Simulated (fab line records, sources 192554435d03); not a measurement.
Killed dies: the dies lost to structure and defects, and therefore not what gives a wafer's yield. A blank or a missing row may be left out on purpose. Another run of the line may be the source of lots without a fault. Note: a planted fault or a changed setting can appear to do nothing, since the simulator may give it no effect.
What tool caused it? :: flow n5 finfet :: Sampling: 10 lots, 30 wafers, 5 of 1938 route steps

WHAT EACH GAUGE READ, for each wafer
N5_MOL_CONTACT_COAG_CD_MEAS_99: the cd target is 17.2 nm. Usual: 17.2 nm for cd nm, sd 0.3.
lot: L176
measured: day 4 20:02
on: cd sem-03
cd nm (nm): 17.4 17.3 17.1
flag: 

lot: L177
measured: day 4 23:52
on: cd sem-02
cd nm (nm): 17.6 17.5 17.4
flag: 

lot: L178
measured: day 5 04:34
on: cd sem-01
cd nm (nm): 17.2 17.4 17.4
flag: 

lot: L182
measured: day 6 05:59
on: cd sem-02
cd nm (nm): 17.3 17.4 17.4
flag: 

lot: L183
measured: day 6 13:38
on: cd sem-01
cd nm (nm): 17.2 17.6 16.9
flag: 

lot: L184
measured: day 6 16:34
on: cd sem-02
cd nm (nm): 17.2 16.8 17.1
flag: 

lot: L194
measured: day 9 06:06
on: cd sem-03
cd nm (nm): 17.6 16.9 17.1
flag: 

lot: L195
measured: day 9 10:13
on: cd sem-02
cd nm (nm): 17.3 17.6 17.1
flag: 

lot: L196
measured: day 9 20:26
on: cd sem-03
cd nm (nm): 16.7 16.8 17.0
flag: 

lot: L199
measured: day 10 11:45
on: cd sem-01
cd nm (nm): 17.1 17.1 17.5
flag: 

N5_MOL_CONTACT_COAG_INSPECT_57: inspects for defects (brightfield). Usual: 204 for raw defect count, sd 57.
lot: L176
measured: day 5 06:34
on: defect inspect-02
raw defect count: 218 261 209
flag: 

lot: L177
measured: day 5 08:46
on: defect inspect-01
raw defect count: 136 181 84
flag: 

lot: L178
measured: day 5 13:54
on: defect inspect-01
raw defect count: 183 271 223
flag: 

lot: L182
measured: day 6 15:33
on: defect inspect-02
raw defect count: 190 153 165
flag: 

lot: L183
measured: day 7 03:05
on: defect inspect-01
raw defect count: 314 271 268
flag: 

lot: L184
measured: day 7 03:53
on: defect inspect-01
raw defect count: 368 201 255
flag: 

lot: L194
measured: day 9 16:07
on: defect inspect-02
raw defect count: 314 201 247
flag: 

lot: L195
measured: day 9 19:20
on: defect inspect-01
raw defect count: 169 210 133
flag: 

lot: L196
measured: day 10 05:09
on: defect inspect-02
raw defect count: 229 228 290
flag: 

lot: L199
measured: day 10 22:31
on: defect inspect-01
raw defect count: 218 237 205
flag: 

N5_BEOL_M4_RC_MEAS_101. Usual: DIBL_N 36.5 mV/V, standard deviation 1.4; DIBL_P 36.5 mV/V, standard deviation 1.6; IOFF_N 0.163 nA/um, standard deviation 0.022; IOFF_P 0.219 nA/um, standard deviation 0.029; ION_N 675 uA/um, standard deviation 8.3; ION_P 464 uA/um, standard deviation 6.2; SS_N 71.5 mV/dec, standard deviation 0.52; SS_P 73.4 mV/dec, standard deviation 0.57; VT_N 249.7 mV, standard deviation 2.6; VT_P -250 mV, standard deviation 3.
lot: L176
measured: day 7 20:59
on: prober-02
DIBL_N (mV/V): 35.8 38.3 36.7
DIBL_P (mV/V): 35.3 37.5 37.0
IOFF_N (nA/um): 0.140 0.177 0.152
IOFF_P (nA/um): 0.185 0.224 0.201
ION_N (uA/um): 661 671 670
ION_P (uA/um): 459 462 465
SS_N (mV/dec): 71.2 72.1 71.2
SS_P (mV/dec): 72.5 73.1 72.9
VT_N (mV): 250.8 248.6 249.0
VT_P (mV): -250 -247 -249
flag: 

lot: L177
measured: day 8 03:10
on: prober-01
DIBL_N (mV/V): 38.3 36.7 36.8
DIBL_P (mV/V): 37.0 34.9 34.5
IOFF_N (nA/um): 0.170 0.139 0.136
IOFF_P (nA/um): 0.252 0.215 0.199
ION_N (uA/um): 673 661 669
ION_P (uA/um): 472 462 468
SS_N (mV/dec): 71.9 71.2 70.9
SS_P (mV/dec): 73.3 73.9 73.2
VT_N (mV): 252.2 254.3 253.8
VT_P (mV): -249 -248 -249
flag: 

lot: L178
measured: day 8 15:29
on: prober-01
DIBL_N (mV/V): 37.4 34.2 36.5
DIBL_P (mV/V): 38.1 34.8 38.0
IOFF_N (nA/um): 0.189 0.134 0.174
IOFF_P (nA/um): 0.216 0.174 0.213
ION_N (uA/um): 673 666 676
ION_P (uA/um): 455 453 461
SS_N (mV/dec): 72.7 71.4 72.3
SS_P (mV/dec): 73.7 73.3 73.4
VT_N (mV): 247.7 251.4 250.6
VT_P (mV): -251 -255 -251
flag: 

lot: L182
measured: day 9 16:14
on: prober-02
DIBL_N (mV/V): 33.4 35.9 33.5
DIBL_P (mV/V): 33.0 36.4 33.4
IOFF_N (nA/um): 0.120 0.169 0.123
IOFF_P (nA/um): 0.162 0.212 0.164
ION_N (uA/um): 675 688 666
ION_P (uA/um): 459 473 457
SS_N (mV/dec): 71.2 72.3 71.3
SS_P (mV/dec): 72.3 73.6 72.5
VT_N (mV): 252.0 247.8 251.7
VT_P (mV): -251 -249 -254
flag: 

lot: L183
measured: day 9 21:19
on: prober-01
DIBL_N (mV/V): 36.9 35.8 36.2
DIBL_P (mV/V): 36.2 35.2 36.4
IOFF_N (nA/um): 0.172 0.154 0.173
IOFF_P (nA/um): 0.197 0.188 0.200
ION_N (uA/um): 666 666 682
ION_P (uA/um): 454 454 462
SS_N (mV/dec): 72.1 70.6 71.4
SS_P (mV/dec): 73.3 73.4 73.0
VT_N (mV): 251.5 250.5 249.3
VT_P (mV): -250 -251 -251
flag: 

lot: L184
measured: day 9 22:42
on: prober-01
DIBL_N (mV/V): 33.8 36.2 35.3
DIBL_P (mV/V): 32.7 35.5 34.8
IOFF_N (nA/um): 0.120 0.155 0.140
IOFF_P (nA/um): 0.196 0.244 0.230
ION_N (uA/um): 666 671 676
ION_P (uA/um): 468 464 472
SS_N (mV/dec): 71.6 71.3 71.5
SS_P (mV/dec): 72.4 73.1 72.8
VT_N (mV): 251.9 249.2 250.8
VT_P (mV): -247 -247 -248
flag: 

lot: L194
measured: day 12 19:00
on: prober-01
DIBL_N (mV/V): 37.9 38.4 39.1
DIBL_P (mV/V): 38.8 39.5 39.8
IOFF_N (nA/um): 0.177 0.187 0.197
IOFF_P (nA/um): 0.227 0.243 0.247
ION_N (uA/um): 684 682 685
ION_P (uA/um): 464 465 468
SS_N (mV/dec): 71.6 71.8 71.8
SS_P (mV/dec): 73.8 74.3 74.1
VT_N (mV): 247.7 247.3 247.4
VT_P (mV): -250 -249 -246
flag: 

lot: L195
measured: day 12 21:46
on: prober-02
DIBL_N (mV/V): 37.2 37.7 38.3
DIBL_P (mV/V): 37.0 38.1 38.3
IOFF_N (nA/um): 0.176 0.195 0.203
IOFF_P (nA/um): 0.219 0.232 0.244
ION_N (uA/um): 682 694 682
ION_P (uA/um): 461 469 465
SS_N (mV/dec): 71.7 71.5 71.7
SS_P (mV/dec): 73.5 73.2 73.7
VT_N (mV): 249.3 247.1 246.3
VT_P (mV): -250 -251 -250
flag: 

lot: L196
measured: day 13 02:41
on: prober-02
DIBL_N (mV/V): 38.5 38.7 38.1
DIBL_P (mV/V): 38.0 37.9 37.6
IOFF_N (nA/um): 0.175 0.184 0.174
IOFF_P (nA/um): 0.240 0.244 0.248
ION_N (uA/um): 681 666 685
ION_P (uA/um): 464 460 471
SS_N (mV/dec): 71.3 71.4 71.4
SS_P (mV/dec): 74.3 74.3 74.0
VT_N (mV): 250.5 248.6 247.6
VT_P (mV): -247 -248 -247
flag: 

lot: L199
measured: day 14 04:43
on: prober-02
DIBL_N (mV/V): 36.6 37.2 34.9
DIBL_P (mV/V): 35.7 36.7 33.8
IOFF_N (nA/um): 0.149 0.164 0.132
IOFF_P (nA/um): 0.218 0.243 0.196
ION_N (uA/um): 661 665 667
ION_P (uA/um): 460 458 467
SS_N (mV/dec): 71.8 72.8 71.7
SS_P (mV/dec): 73.4 73.9 72.7
VT_N (mV): 251.6 250.0 254.0
VT_P (mV): -250 -248 -251
flag: 

EACH LOT AND THE TOOL THAT RAN IT (in order: tool; ch and the chambers of the sampled wafers; start)
lot: L176
N5_MOL_CONTACT_COAG_CO_FILL_22: cvd co-01 ch 1,2, day 5 00:55
N5_MOL_CONTACT_COAG_ETCHBACK_132: rie diel-02 ch 0,1,2, day 5 07:44

lot: L177
N5_MOL_CONTACT_COAG_CO_FILL_22: cvd co-01 ch 0,1,2, day 5 01:30
N5_MOL_CONTACT_COAG_ETCHBACK_132: rie diel-02 ch 0,1,2, day 5 09:25

lot: L178
N5_MOL_CONTACT_COAG_CO_FILL_22: cvd co-01 ch 0,1,2, day 5 06:52
N5_MOL_CONTACT_COAG_ETCHBACK_132: rie diel-01 ch 2,3, day 5 14:15

lot: L182
N5_MOL_CONTACT_COAG_CO_FILL_22: cvd co-02 ch 1,2, day 6 08:43
N5_MOL_CONTACT_COAG_ETCHBACK_132: rie diel-05 ch 1,2,3, day 6 15:54

lot: L183
N5_MOL_CONTACT_COAG_CO_FILL_22: cvd co-01 ch 0,2, day 6 16:01
N5_MOL_CONTACT_COAG_ETCHBACK_132: rie diel-05 ch 1,2,3, day 7 03:32

lot: L184
N5_MOL_CONTACT_COAG_CO_FILL_22: cvd co-02 ch 0,2, day 6 21:14
N5_MOL_CONTACT_COAG_ETCHBACK_132: rie diel-05 ch 1,2, day 7 04:53

lot: L194
N5_MOL_CONTACT_COAG_CO_FILL_22: cvd co-01 ch 0,1,2, day 9 08:44
N5_MOL_CONTACT_COAG_ETCHBACK_132: rie diel-02 ch 0,1,2, day 9 16:27

lot: L195
N5_MOL_CONTACT_COAG_CO_FILL_22: cvd co-02 ch 0,1, day 9 12:52
N5_MOL_CONTACT_COAG_ETCHBACK_132: rie diel-02 ch 0,2,3, day 9 19:43

lot: L196
N5_MOL_CONTACT_COAG_CO_FILL_22: cvd co-01 ch 0,1,2, day 9 21:57
N5_MOL_CONTACT_COAG_ETCHBACK_132: rie diel-01 ch 0,2,3, day 10 05:43

lot: L199
N5_MOL_CONTACT_COAG_CO_FILL_22: cvd co-02 ch 0,2, day 10 16:27
N5_MOL_CONTACT_COAG_ETCHBACK_132: rie diel-01 ch 0,2,3, day 10 23:12
- N5_MOL_CONTACT_COAG_CO_FILL_22: material Co, precursor CCTBA/H2, target thk 20 nm.
- N5_MOL_CONTACT_COAG_ETCHBACK_132: etches SiO2 in CHF3, target depth 10 nm, time 6.7 s.

WHAT THE TOOLS THEMSELVES READ (means of the sampled wafers that have a number; where no wafer has one, the mark that the record gives instead)
N5_MOL_CONTACT_COAG_CO_FILL_22. Usual: 241 W for heater power w, sd 16.
lot: L176
tool: cvd co-01
heater power w (W): 254
flag: 

lot: L177
tool: cvd co-01
heater power w (W): 245
flag: 

lot: L178
tool: cvd co-01
heater power w (W): 242
flag: 

lot: L182
tool: cvd co-02
heater power w (W): 246
flag: 

lot: L183
tool: cvd co-01
heater power w (W): 233
flag: 

lot: L184
tool: cvd co-02
heater power w (W): 239
flag: 

lot: L194
tool: cvd co-01
heater power w (W): 236
flag: 

lot: L195
tool: cvd co-02
heater power w (W): 246
flag: 

lot: L196
tool: cvd co-01
heater power w (W): 240
flag: 

lot: L199
tool: cvd co-02
heater power w (W): 243
flag: 

N5_MOL_CONTACT_COAG_ETCHBACK_132. Usual: CHF3_flow_sccm 50.01 sccm, standard deviation 0.14; drypump motor current A 5.7 A, standard deviation 0.47; oes product au 0.74 a.u., standard deviation 0.062; rf fwd power W 603 W, standard deviation 3.3; rf vpp V 524 V, standard deviation 3.6; showerhead plenum p Torr 2.35 Torr, standard deviation 0.036; throttle valve pct 18.81 %, standard deviation 0.24.
lot: L176
tool: rie diel-02
CHF3_flow_sccm (sccm): 50.08
drypump motor current A (A): 5.9
oes product au (a.u.): 0.77
rf fwd power W (W): 602
rf vpp V (V): 524
showerhead plenum p Torr (Torr): 2.36
throttle valve pct (%): 18.78
flag: 

lot: L177
tool: rie diel-02
CHF3_flow_sccm (sccm): 49.94
drypump motor current A (A): 5.9
oes product au (a.u.): 0.76
rf fwd power W (W): 603
rf vpp V (V): 524
showerhead plenum p Torr (Torr): 2.36
throttle valve pct (%): 18.77
flag: 

lot: L178
tool: rie diel-01
CHF3_flow_sccm (sccm): 49.81
drypump motor current A (A): 5.4
oes product au (a.u.): 0.70
rf fwd power W (W): 602
rf vpp V (V): 523
showerhead plenum p Torr (Torr): 2.36
throttle valve pct (%): 19.07
flag: 

lot: L182
tool: rie diel-05
CHF3_flow_sccm (sccm): 50.06
drypump motor current A (A): 5.6
oes product au (a.u.): 0.72
rf fwd power W (W): 601
rf vpp V (V): 526
showerhead plenum p Torr (Torr): 2.33
throttle valve pct (%): 18.90
flag: 

lot: L183
tool: rie diel-05
CHF3_flow_sccm (sccm): 50.08
drypump motor current A (A): 5.7
oes product au (a.u.): 0.72
rf fwd power W (W): 602
rf vpp V (V): 526
showerhead plenum p Torr (Torr): 2.33
throttle valve pct (%): 18.89
flag: 

lot: L184
tool: rie diel-05
CHF3_flow_sccm (sccm): 49.99
drypump motor current A (A): 5.4
oes product au (a.u.): 0.73
rf fwd power W (W): 603
rf vpp V (V): 526
showerhead plenum p Torr (Torr): 2.30
throttle valve pct (%): 18.79
flag: 

lot: L194
tool: rie diel-02
CHF3_flow_sccm (sccm): 50.03
drypump motor current A (A): 5.9
oes product au (a.u.): 0.74
rf fwd power W (W): 602
rf vpp V (V): 524
showerhead plenum p Torr (Torr): 2.35
throttle valve pct (%): 18.83
flag: 

lot: L195
tool: rie diel-02
CHF3_flow_sccm (sccm): 50.04
drypump motor current A (A): 5.8
oes product au (a.u.): 0.83
rf fwd power W (W): 601
rf vpp V (V): 522
showerhead plenum p Torr (Torr): 2.35
throttle valve pct (%): 18.89
flag: 

lot: L196
tool: rie diel-01
CHF3_flow_sccm (sccm): 49.97
drypump motor current A (A): 5.7
oes product au (a.u.): 0.83
rf fwd power W (W): 602
rf vpp V (V): 523
showerhead plenum p Torr (Torr): 2.34
throttle valve pct (%): 18.69
flag: 

lot: L199
tool: rie diel-01
CHF3_flow_sccm (sccm): 49.92
drypump motor current A (A): 5.7
oes product au (a.u.): 0.82
rf fwd power W (W): 602
rf vpp V (V): 524
showerhead plenum p Torr (Torr): 2.34
throttle valve pct (%): 18.72
flag: 

THE ANSWER, worked out from the rows above alone
Rule: a lot counts as off when the mean over its wafers that have a number is more than 3 standard deviations away from the usual mean. A lot without any number at a reading at which 4 lots or more have one is off too. The other lots that the step has rows for count as sound. After the gauges, taken in route order, come the tools' own readings; for these a lot's mean is taken, as printed above. The first step at which some lot is off is used, and at that step the reading that is off furthest; a lot without a number counts as furthest.
Nothing can be told from this: no lot is off at any reading shown.

WHAT HAD BEEN PUT IN BY THE SIMULATOR
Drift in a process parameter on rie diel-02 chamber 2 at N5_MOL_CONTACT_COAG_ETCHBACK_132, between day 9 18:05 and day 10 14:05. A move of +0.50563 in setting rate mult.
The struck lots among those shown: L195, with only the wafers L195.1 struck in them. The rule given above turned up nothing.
